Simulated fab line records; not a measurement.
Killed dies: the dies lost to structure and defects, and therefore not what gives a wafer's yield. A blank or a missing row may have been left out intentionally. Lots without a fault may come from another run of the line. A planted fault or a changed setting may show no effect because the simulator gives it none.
Matching of chambers    flow nandHarc    4 sister chambers for NHARC_A_CHANNEL_FILL_D2_ALD_02 on aldHk-02
The step deposits SiO2, target thk 6 nm, pulse time 10 s, ald cycles 60. 22 wafers are shown with their chamber, then 11 later ones without.

## WAFERS, EACH WITH ITS CHAMBER
wafer   chamber  heaterPowerW (W)  precursorPulseHeightRel
L076.1  3        435               1.024
L076.3  2        521               0.986
L076.4  1        456               0.977
L077.3  1        438               1.004
L077.4  0        519               1.024
L077.6  1        458               1.030
L082.1  3        448               1.001
L082.2  1        466               0.969
L082.4  2        529               0.971
L085.2  1        462               0.993
L085.3  0        502               0.976
L085.6  1        455               0.963
L086.3  1        454               1.011
L086.4  0        496               0.984
L086.5  0        497               0.971
L087.2  3        449               1.012
L087.4  0        485               1.053
L087.5  3        444               0.982
L089.1  3        445               0.991
L089.2  0        483               0.974
L089.3  1        480               0.972
L091.3  2        511               0.958

SIGNATURES (averages over the wafers above)
reading                  chamber 0  chamber 1  chamber 2  chamber 3  scatter within a chamber
heaterPowerW             497.00     458.62     520.33     444.20     10.9
precursorPulseHeightRel  0.99700    0.98987    0.97167    1.00200    0.0248
Rule: a wafer lies at a distance from a chamber equal to the root of the sum of squares, over the readings, of (its reading less the chamber's mean, divided by the reading's scatter). If the next closest chamber is less than 2 further off than the closest, the wafer can't be placed; otherwise it belongs to the closest. The scatter is the square root of a quotient: the sum, over the shown wafers, of each reading's squared deviation from its chamber's mean, divided by wafers minus chambers.

## WAFERS WITHOUT THEIR CHAMBER
wafer   heaterPowerW (W)  precursorPulseHeightRel
L091.4  468               0.979
L091.6  459               0.990
L094.4  447               0.981
L094.5  452               1.016
L094.6  539               0.984
L095.1  451               0.972
L095.2  495               0.992
L095.5  490               0.996
L097.2  514               0.997
L097.3  504               0.978
L097.5  494               1.025

## WHICH CHAMBER EACH ONE RAN IN
wafer   from the rows above           in truth
L091.4  can't be placed: 1 or 3 or 0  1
L091.6  can't be placed: 1 or 3       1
L094.4  can't be placed: 3 or 1       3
L094.5  can't be placed: 3 or 1       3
L094.6  2                             2
L095.1  can't be placed: 1 or 3       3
L095.2  0                             0
L095.5  0                             0
L097.2  can't be placed: 2 or 0       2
L097.3  can't be placed: 0 or 2       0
L097.5  0                             0
Correctly placed: 4 of 11. From these rows, 7 cannot be placed; in 7 the true chamber is one of the candidates. Wrongly placed: 0.
